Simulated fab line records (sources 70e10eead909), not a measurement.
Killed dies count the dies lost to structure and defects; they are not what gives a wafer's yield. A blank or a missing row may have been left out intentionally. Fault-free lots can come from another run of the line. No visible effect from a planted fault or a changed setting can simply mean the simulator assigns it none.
What tool caused it?    flow nand-harc    24 lots, 72 wafers sampled, at 6 steps of a route of 1302

WHAT THE GAUGES READ, wafer by wafer
The record holds no reading of a measuring or inspecting step that can be judged against a usual standard deviation.

EACH LOT AND THE TOOL THAT RAN IT (in order: tool; ch and the chambers of the sampled wafers; start)
lot   NHARC_A_CHANNEL_HOLE_D2_ETCH_23   NHARC_A_CHANNEL_FILL_D2_ETCHBACK_19  NHARC_A_STAIRCASE_TRIM_20           NHARC_A_STAIRCASE_ETCH_21                    NHARC_A_STAIRCASE_TRIM_26           NHARC_A_STAIRCASE_ETCH_192
L074  har-etch-02 ch 0,1, day 13 07:09  rie-si-03 ch 0,1,2, day 14 13:38     rie-diel-12 ch 0,1, day 15 19:04    rie-diel-12 ch 2,3, no start                 rie-diel-12 ch 2,3, no start        rie-diel-09 ch 1,2, no start
L076  har-etch-01 ch 0,1, day 14 06:53  rie-si-03 ch 0,1, day 15 11:55       rie-diel-06 ch 0,1,3, day 16 16:01  rie-diel-06 ch 0,1, no start                 rie-diel-06 ch 0,2,3, no start      rie-diel-06 ch 1,3, no start
L077  har-etch-02 ch 1, day 14 09:16    rie-si-01 ch 0,1,3, day 15 16:27     rie-diel-12 ch 0,3, day 16 22:04    rie-diel-12 ch 0,1, no start                 rie-diel-12 ch 0,2,3, no start      rie-diel-06 ch 1,3, no start
L078  har-etch-01 ch 0, day 14 18:34    rie-si-01 ch 0,2, day 15 23:08       rie-diel-09 ch 1,2, day 17 04:01    rie-diel-09 ch 0,1,3, no start               rie-diel-09 ch 0,1,3, no start      rie-diel-09 ch 1,2, no start
L079  har-etch-01 ch 0,1, day 15 08:14  rie-si-04 ch 0,3, day 16 13:49       rie-diel-12 ch 2,3, day 17 17:59    rie-diel-12 ch 1,2, no start                 rie-diel-12 ch 2,3, no start        rie-diel-12 ch 1,3, no start
L081  har-etch-01 ch 0,1, day 16 04:08  rie-si-04 ch 1,2, day 17 09:18       rie-diel-09 ch 0,2,3, day 18 13:42  rie-diel-09 ch 0,1,2, no start               rie-diel-09 ch 0,3, no start        rie-diel-06 ch 0,1,3, no start
L075  har-etch-02 ch 0,1, day 16 04:23  rie-si-03 ch 1,2,3, day 17 09:17     rie-diel-12 ch 0,1,3, day 18 13:53  rie-diel-12 ch 0,1,3, no start               rie-diel-12 ch 1,2,3, no start      rie-diel-12 ch 0,2,3, no start
L080  har-etch-02 ch 0,1, day 16 09:03  rie-si-03 ch 2,3, day 17 13:42       rie-diel-09 ch 0,2,3, day 18 23:59  rie-diel-09 ch 0,2,3, no start               rie-diel-09 ch 1,2,3, no start      rie-diel-12 ch 0,2,3, no start
L082  har-etch-01 ch 0,1, day 16 12:28  rie-si-01 ch 0,1,2, day 17 17:35     rie-diel-09 ch 1,2,3, day 18 20:47  rie-diel-09 ch 0,1,2, no start               rie-diel-09 ch 1,2,3, no start      rie-diel-09 ch 0,1,3, no start
L083  har-etch-01 ch 0,1, day 16 22:52  rie-si-04 ch 0,2, day 18 05:37       rie-diel-12 ch 0,1, day 19 10:19    rie-diel-12 ch 0,2, no start                 rie-diel-12 ch 1,2,3, no start      rie-diel-06 ch 1,2, no start
L084  har-etch-01 ch 0,1, day 17 03:00  rie-si-03 ch 2,3, day 18 05:37       rie-diel-06 ch 1,3, day 19 09:28    rie-diel-06 ch 1,2, no start                 rie-diel-06 ch 1,2,3, no start      rie-diel-06 ch 0,2, no start
L085  har-etch-02 ch 0, day 18 01:19    rie-si-04 ch 0,1,2, day 19 08:07     rie-diel-12 ch 0,2,3, day 20 12:01  rie-diel-12 ch 1,2, no start                 rie-diel-12 ch 0,1, no start        rie-diel-09 ch 1,3, no start
L086  har-etch-01 ch 0, day 18 02:20    rie-si-01 ch 0,1, day 19 08:08       rie-diel-09 ch 0,1,2, day 20 12:35  rie-diel-09 ch 0,1,2, no start               rie-diel-09 ch 2,3, no start        rie-diel-06 ch 1,3, no start
L087  har-etch-02 ch 0,1, day 19 08:22  rie-si-04 ch 0,2, day 20 13:01       rie-diel-09 ch 2,3, day 21 16:51    rie-diel-09 ch 1,3, day 21 17:37 or earlier  rie-diel-06 ch 0,1,3, day 21 17:37  rie-diel-12 ch 0,1, no start
L090  har-etch-02 ch 0,1, day 19 13:32  rie-si-01 ch 0,2, day 20 19:53       rie-diel-06 ch 1,2,3, day 22 04:17  rie-diel-06 ch 1,2,3, no start               rie-diel-06 ch 0,1,2, no start      rie-diel-09 ch 0,1, no start
L089  har-etch-01 ch 0,1, day 19 16:05  rie-si-04 ch 0,1, day 20 19:53       rie-diel-12 ch 1,3, day 22 04:12    rie-diel-12 ch 0,2, no start                 rie-diel-12 ch 0,1,3, no start      rie-diel-09 ch 0,2,3, no start
L088  har-etch-02 ch 0,1, day 19 17:35  rie-si-03 ch 1,2, day 20 19:53       rie-diel-09 ch 0,3, day 22 04:12    rie-diel-09 ch 0,3, no start                 rie-diel-09 ch 1,2, no start        rie-diel-12 ch 0,1, no start
L092  har-etch-02 ch 0,1, day 20 06:48  rie-si-01 ch 0,1,2, day 21 12:02     rie-diel-06 ch 0,2,3, day 22 15:46  rie-diel-06 ch 0,1,3, no start               rie-diel-06 ch 0,2,3, no start      rie-diel-12 ch 0,1,2, no start
L091  har-etch-01 ch 0,1, day 20 07:30  rie-si-04 ch 1,2, day 21 12:02       rie-diel-09 ch 0,3, day 22 16:06    rie-diel-09 ch 0,1,3, no start               rie-diel-09 ch 1,2,3, no start      rie-diel-12 ch 1,3, no start
L093  har-etch-01 ch 0,1, day 21 00:11  rie-si-03 ch 2,3, day 22 06:01       rie-diel-09 ch 0,3, day 23 11:08    rie-diel-09 ch 0,2,3, no start               rie-diel-09 ch 0,2,3, no start      rie-diel-12 ch 0,1, no start
L094  har-etch-02 ch 0, day 21 21:41    rie-si-03 ch 0,2,3, day 23 02:35     rie-diel-12 ch 2,3, day 24 06:32    rie-diel-12 ch 0,2,3, no start               rie-diel-12 ch 1,2,3, no start      rie-diel-06 ch 0,1, no start
L095  har-etch-01 ch 0,1, day 21 23:50  rie-si-01 ch 0,2,3, day 23 14:50     rie-diel-12 ch 2,3, day 24 19:07    rie-diel-12 ch 2,3, no start                 rie-diel-12 ch 0,1,2, no start      rie-diel-06 ch 1,2,3, no start
L096  har-etch-02 ch 0, day 22 01:49    rie-si-03 ch 1,3, day 23 07:49       rie-diel-09 ch 2,3, day 24 11:53    rie-diel-09 ch 0,1,3, no start               rie-diel-09 ch 0,1, no start        rie-diel-12 ch 1,2, no start
L097  har-etch-01 ch 1, day 22 11:41    rie-si-03 ch 0,1,2, day 23 14:49     rie-diel-09 ch 2,3, day 24 19:20    rie-diel-09 ch 0,2,3, no start               rie-diel-09 ch 1,2,3, no start      rie-diel-09 ch 2,3, no start
- NHARC_A_CHANNEL_HOLE_D2_ETCH_23: etches the open film in C4F8/O2/Ar, time 819 s, target depth 1600 nm.
- NHARC_A_CHANNEL_FILL_D2_ETCHBACK_19: etches the open film in HBr/Cl2, target depth 5 nm, time 1.7 s.
- NHARC_A_STAIRCASE_TRIM_20: chemistry O2, time 211.2 s.
- NHARC_A_STAIRCASE_ETCH_21: etches the open film in C4F8/O2, target depth 100 nm, time 40.5 s.
- NHARC_A_STAIRCASE_TRIM_26: chemistry O2, time 211.2 s.
- NHARC_A_STAIRCASE_ETCH_192: etches the open film in C4F8/O2, target depth 100 nm, time 40.5 s.

AS READ BY THE TOOLS THEMSELVES (means over the sampled wafers that have a number; for cases with no such wafer, the mark the record gives instead)
NHARC_A_CHANNEL_HOLE_D2_ETCH_23. Usual: drypump-motor-current-A 5.9 A, standard deviation 0.48; showerhead-plenum-p-Torr 3.60 Torr, standard deviation 0.052; throttle-valve-pct 32.154 %, standard deviation 0.0086.
lot   tool         drypump-motor-current-A (A)  showerhead-plenum-p-Torr (Torr)  throttle-valve-pct (%)  flag
L074  har-etch-02  5.5                          3.66                             32.150                  
L076  har-etch-01  6.0                          3.62                             32.160                  
L077  har-etch-02  5.1                          3.66                             32.152                  
L078  har-etch-01  6.2                          3.55                             32.153                  
L079  har-etch-01  6.1                          3.58                             32.158                  
L081  har-etch-01  5.9                          3.60                             32.156                  
L075  har-etch-02  5.5                          3.64                             32.155                  
L080  har-etch-02  6.0                          3.64                             32.162                  
L082  har-etch-01  5.9                          3.60                             32.152                  
L083  har-etch-01  6.1                          3.56                             32.154                  
L084  har-etch-01  6.1                          3.56                             32.156                  
L085  har-etch-02  6.4                          3.63                             32.152                  
L086  har-etch-01  6.2                          3.51                             32.160                  
L087  har-etch-02  5.5                          3.62                             32.159                  
L090  har-etch-02  5.5                          3.62                             32.142                  
L089  har-etch-01  6.1                          3.54                             32.156                  
L088  har-etch-02  5.5                          3.62                             32.151                  
L092  har-etch-02  6.0                          3.61                             32.159                  
L091  har-etch-01  6.1                          3.53                             32.155                  
L093  har-etch-01  5.9                          3.56                             32.159                  
L094  har-etch-02  6.5                          3.60                             32.159                  
L095  har-etch-01  6.1                          3.52                             32.153                  
L096  har-etch-02  6.4                          3.60                             32.155                  
L097  har-etch-01  5.8                          3.59                             32.153                  

NHARC_A_CHANNEL_FILL_D2_ETCHBACK_19. Usual: drypump-motor-current-A 6.1 A, standard deviation 0.37; oes-product-au 1.001 a.u., standard deviation 0.0097; throttle-valve-pct 26.406 %, standard deviation 0.0087.
lot   tool       drypump-motor-current-A (A)  oes-product-au (a.u.)  throttle-valve-pct (%)  flag
L074  rie-si-03  5.9                          1.003                  26.404                  
L076  rie-si-03  6.0                          1.001                  26.412                  
L077  rie-si-01  6.1                          1.008                  26.407                  
L078  rie-si-01  6.4                          0.990                  26.414                  
L079  rie-si-04  6.0                          0.985                  26.414                  
L081  rie-si-04  6.1                          1.012                  26.402                  
L075  rie-si-03  6.1                          1.005                  26.408                  
L080  rie-si-03  6.1                          1.008                  26.410                  
L082  rie-si-01  6.4                          0.997                  26.412                  
L083  rie-si-04  5.7                          1.003                  26.402                  
L084  rie-si-03  6.1                          1.005                  26.417                  
L085  rie-si-04  5.9                          1.006                  26.410                  
L086  rie-si-01  6.3                          0.994                  26.407                  
L087  rie-si-04  5.5                          1.011                  26.416                  
L090  rie-si-01  6.6                          1.004                  26.407                  
L089  rie-si-04  6.3                          1.004                  26.398                  
L088  rie-si-03  6.0                          0.998                  26.412                  
L092  rie-si-01  6.4                          0.989                  26.404                  
L091  rie-si-04  5.7                          1.008                  26.405                  
L093  rie-si-03  6.1                          1.003                  26.408                  
L094  rie-si-03  5.9                          1.000                  26.402                  
L095  rie-si-01  6.3                          0.991                  26.409                  
L096  rie-si-03  6.2                          1.005                  26.400                  
L097  rie-si-03  5.9                          0.995                  26.410                  

NHARC_A_STAIRCASE_TRIM_20. Usual: drypump-motor-current-A 5.9 A, standard deviation 0.46; oes-product-au 0.999 a.u., standard deviation 0.0096; rf-vpp-V 57.6 V, standard deviation 1; showerhead-plenum-p-Torr 3.54 Torr, standard deviation 0.2; throttle-valve-pct 17.036 %, standard deviation 0.009.
lot   tool         drypump-motor-current-A (A)  oes-product-au (a.u.)  rf-vpp-V (V)  showerhead-plenum-p-Torr (Torr)  throttle-valve-pct (%)  flag
L074  rie-diel-12  6.4                          1.008                  57.7          3.52                             17.031                  
L076  rie-diel-06  5.4                          0.989                  57.6          3.48                             17.043                  
L077  rie-diel-12  6.0                          1.005                  56.8          3.39                             17.034                  
L078  rie-diel-09  5.9                          0.988                  58.0          3.45                             17.039                  
L079  rie-diel-12  5.7                          0.995                  57.1          3.30                             17.027                  
L081  rie-diel-09  5.9                          0.997                  57.8          3.61                             17.029                  
L075  rie-diel-12  6.3                          1.007                  57.9          3.40                             17.036                  
L080  rie-diel-09  5.9                          0.991                  57.9          3.61                             17.046                  
L082  rie-diel-09  6.1                          0.993                  57.3          3.60                             17.037                  
L083  rie-diel-12  6.4                          1.012                  57.3          3.50                             17.035                  
L084  rie-diel-06  5.3                          0.999                  57.4          3.45                             17.035                  
L085  rie-diel-12  5.9                          0.998                  58.2          3.58                             17.027                  
L086  rie-diel-09  5.9                          1.000                  57.3          3.59                             17.034                  
L087  rie-diel-09  6.1                          0.986                  57.5          3.60                             17.024                  
L090  rie-diel-06  5.2                          1.000                  57.5          3.50                             17.036                  
L089  rie-diel-12  6.1                          1.011                  57.4          3.64                             17.042                  
L088  rie-diel-09  6.0                          1.002                  58.8          3.75                             17.035                  
L092  rie-diel-06  5.2                          0.993                  57.5          3.36                             17.028                  
L091  rie-diel-09  6.1                          1.005                  58.2          3.74                             17.036                  
L093  rie-diel-09  6.2                          1.004                  58.4          3.74                             17.030                  
L094  rie-diel-12  5.7                          1.012                  56.4          3.63                             17.044                  
L095  rie-diel-12  5.7                          1.014                  58.4          3.63                             17.035                  
L096  rie-diel-09  5.8                          1.000                  57.8          3.43                             17.039                  
L097  rie-diel-09  6.1                          0.994                  57.8          3.58                             17.034                  

NHARC_A_STAIRCASE_ETCH_21. Usual: oes-product-au 0.956 a.u., standard deviation 0.016; rf-vpp-V 896 V, standard deviation 7.3.
lot   tool         oes-product-au (a.u.)  rf-vpp-V (V)  flag
L074  rie-diel-12  0.961                  889           
L076  rie-diel-06  0.964                  900           
L077  rie-diel-12  0.977                  893           
L078  rie-diel-09  0.973                  904           
L079  rie-diel-12  0.937                  889           
L081  rie-diel-09  0.969                  899           
L075  rie-diel-12  0.972                  890           
L080  rie-diel-09  0.931                  898           
L082  rie-diel-09  0.943                  899           
L083  rie-diel-12  0.977                  892           
L084  rie-diel-06  0.951                  896           
L085  rie-diel-12  0.956                  889           
L086  rie-diel-09  0.950                  898           
L087  rie-diel-09  0.955                  903           
L090  rie-diel-06  0.971                  896           
L089  rie-diel-12  0.945                  892           
L088  rie-diel-09  0.959                  904           
L092  rie-diel-06  0.952                  894           
L091  rie-diel-09  0.937                  904           
L093  rie-diel-09  0.956                  898           
L094  rie-diel-12  0.957                  898           
L095  rie-diel-12  0.946                  894           
L096  rie-diel-09  0.965                  902           
L097  rie-diel-09  0.959                  897           

NHARC_A_STAIRCASE_TRIM_26. Usual: drypump-motor-current-A 5.9 A, standard deviation 0.46; oes-product-au 1.000 a.u., standard deviation 0.0092; rf-vpp-V 57.8 V, standard deviation 0.88; showerhead-plenum-p-Torr 3.53 Torr, standard deviation 0.2; throttle-valve-pct 17.036 %, standard deviation 0.0097.
lot   tool         drypump-motor-current-A (A)  oes-product-au (a.u.)  rf-vpp-V (V)  showerhead-plenum-p-Torr (Torr)  throttle-valve-pct (%)  flag
L074  rie-diel-12  5.6                          1.003                  57.3          3.33                             17.032                  
L076  rie-diel-06  5.2                          0.996                  57.5          3.38                             17.034                  
L077  rie-diel-12  5.9                          1.000                  57.4          3.41                             17.034                  
L078  rie-diel-09  6.2                          1.007                  58.9          3.76                             17.034                  
L079  rie-diel-12  5.7                          1.010                  56.4          3.30                             17.044                  
L081  rie-diel-09  6.0                          0.999                  58.6          3.76                             17.030                  
L075  rie-diel-12  6.0                          0.998                  57.3          3.32                             17.039                  
L080  rie-diel-09  6.0                          0.995                  58.2          3.60                             17.023                  
L082  rie-diel-09  6.1                          0.994                  57.7          3.60                             17.021                  
L083  rie-diel-12  6.0                          1.007                  56.5          3.31                             17.033                  
L084  rie-diel-06  5.2                          0.994                  58.5          3.51                             17.044                  
L085  rie-diel-12  6.5                          1.009                  56.6          3.42                             17.036                  
L086  rie-diel-09  5.8                          0.992                  58.2          3.45                             17.034                  
L087  rie-diel-06  5.3                          0.995                  57.5          3.47                             17.045                  
L090  rie-diel-06  5.2                          1.001                  58.0          3.52                             17.028                  
L089  rie-diel-12  6.3                          1.009                  57.6          3.57                             17.035                  
L088  rie-diel-09  6.1                          0.993                  57.5          3.58                             17.034                  
L092  rie-diel-06  5.2                          0.993                  57.6          3.36                             17.035                  
L091  rie-diel-09  6.1                          1.003                  57.5          3.58                             17.026                  
L093  rie-diel-09  5.9                          1.003                  58.5          3.59                             17.042                  
L094  rie-diel-12  6.0                          1.010                  57.4          3.47                             17.039                  
L095  rie-diel-12  6.1                          1.001                  57.4          3.40                             17.037                  
L096  rie-diel-09  6.0                          1.004                  58.0          3.73                             17.036                  
L097  rie-diel-09  6.1                          0.990                  57.4          3.57                             17.037                  

NHARC_A_STAIRCASE_ETCH_192. Usual: oes-product-au 0.943 a.u., standard deviation 0.011; rf-vpp-V 895 V, standard deviation 7.1.
lot   tool         oes-product-au (a.u.)  rf-vpp-V (V)  flag
L074  rie-diel-09  0.948                  898           
L076  rie-diel-06  0.950                  899           
L077  rie-diel-06  0.935                  893           
L078  rie-diel-09  0.932                  893           
L079  rie-diel-12  0.946                  889           
L081  rie-diel-06  0.933                  894           
L075  rie-diel-12  0.944                  890           
L080  rie-diel-12  0.950                  891           
L082  rie-diel-09  0.939                  904           
L083  rie-diel-06  0.936                  897           
L084  rie-diel-06  0.940                  893           
L085  rie-diel-09  0.943                  903           
L086  rie-diel-06  0.938                  893           
L087  rie-diel-12  0.942                  893           
L090  rie-diel-09  0.940                  903           
L089  rie-diel-09  0.945                  898           
L088  rie-diel-12  0.964                  891           
L092  rie-diel-12  0.944                  891           
L091  rie-diel-12  0.951                  894           
L093  rie-diel-12  0.947                  891           
L094  rie-diel-06  0.948                  894           
L095  rie-diel-06  0.947                  894           
L096  rie-diel-12  0.946                  889           
L097  rie-diel-09  0.943                  897           

THE ANSWER, worked out from the rows above alone
Rule: take the mean of a lot's wafers that have a number; if it is more than 3 standard deviations from the usual mean, the lot is off. A lot without any number at a reading at which 4 lots or more have one is off too. Where the step has rows for the other lots, those lots are counted as sound. After the gauges, taken in route order, come the tools' own readings; for these a lot's mean is taken, as printed above. The first step at which some lot is off is used, and at that step the reading that is off furthest; a lot without a number counts as furthest.
No lot is off at any reading shown: from this, nothing can be told.

WHAT THE SIMULATOR PUT IN
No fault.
